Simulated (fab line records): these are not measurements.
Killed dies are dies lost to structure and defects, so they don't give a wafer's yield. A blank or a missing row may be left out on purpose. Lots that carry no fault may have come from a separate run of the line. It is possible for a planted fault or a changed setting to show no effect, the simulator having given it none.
Chamber matching + flow nandHarc + 4 sister chambers for NHARC_P_M0_CMP_23 on cmp-03
The step polishes, t overpolish 20 s, target thk 117.54 nm. 4 wafers are shown with their chamber, then 8 later ones without.

WAFERS PAIRED WITH THEIR CHAMBERS
| wafer  | chamber | motorCurrentA (A) |
|--------|---------|-------------------|
| L080.5 | 0       | 10.8              |
| L083.3 | 2       | 10.4              |
| L083.6 | 1       | 13.1              |
| L085.3 | 3       | 10.5              |

WAFERS MISSING THEIR CHAMBER
| wafer  | motorCurrentA (A) |
|--------|-------------------|
| L085.5 | 10.1              |
| L085.6 | 10.5              |
| L092.2 | 13.2              |
| L092.4 | 10.4              |
| L092.5 | 10.8              |
| L093.1 | 11.0              |
| L093.2 | 12.8              |
| L093.4 | 9.9               |

WHICH CHAMBER EACH ONE RAN IN
| wafer  | from the rows above          | in truth |
|--------|------------------------------|----------|
| L085.5 | can't be placed: 2 or 3 or 0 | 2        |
| L085.6 | can't be placed: 3 or 2 or 0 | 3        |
| L092.2 | 1                            | 1        |
| L092.4 | can't be placed: 2 or 3 or 0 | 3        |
| L092.5 | can't be placed: 0 or 3 or 2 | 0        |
| L093.1 | can't be placed: 0 or 3 or 2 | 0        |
| L093.2 | 1                            | 1        |
| L093.4 | can't be placed: 2 or 3 or 0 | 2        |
Correctly placed: 2 of 8. These rows do not allow placing 6 (true chamber among the candidates in 6). Placed wrongly: 0.
How it was worked out, from the rows above alone: a wafer's distance from a chamber is the root of the sum, over the readings, of the square of ((its reading less the chamber's mean) divided by the reading's scatter). The wafer belongs to the nearest chamber; if the next one is less than 2 further off, it can't be placed. A chamber's mean is the mean of its shown wafers. The scatter: root of mean squared gap, hidden wafer to nearest shown wafer, with one shown wafer a chamber.
